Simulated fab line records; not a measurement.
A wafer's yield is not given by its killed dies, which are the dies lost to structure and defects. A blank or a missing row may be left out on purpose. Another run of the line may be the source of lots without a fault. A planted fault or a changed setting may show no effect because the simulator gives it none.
Chamber matching    flow nand harc    NHARC_A_CONTACT_ETCH_90 on rie diel-04 has 4 sister chambers
The step etches the open film in CH3F/O2, target depth 40 nm, time 85.7 s. 4 wafers are shown with their chamber, then 7 later ones without.

## WAFERS, EACH WITH ITS CHAMBER
wafer   chamber  drypump motor current A (A)
L086.5  3        6.2
L087.5  2        5.1
L088.3  0        5.6
L088.4  1        5.8

## WAFERS WHOSE CHAMBER IS MISSING
wafer   drypump motor current A (A)
L088.6  6.2
L089.1  5.6
L089.3  5.1
L089.6  5.6
L092.1  5.1
L092.3  5.6
L092.6  5.9

## CHAMBER TAKEN BY EACH
wafer   from the rows above  in truth
L088.6  3                    3
L089.1  0                    0
L089.3  2                    2
L089.6  0                    0
L092.1  2                    2
L092.3  0                    0
L092.6  1                    1
Placed correctly: 7 of 7. Not placeable from these rows: 0. Placed wrongly: 0.
How it was worked out, from the rows above alone: a wafer's distance from a chamber is the root of the sum, over the readings, of the square of ((its reading less the chamber's mean) divided by the reading's scatter). If the next closest chamber is less than 2 further off than the closest, the wafer can't be placed; otherwise it belongs to the closest. The mean given for a chamber averages the wafers shown for that chamber. The scatter: root of mean squared gap, hidden wafer to nearest shown wafer, with one shown wafer a chamber.
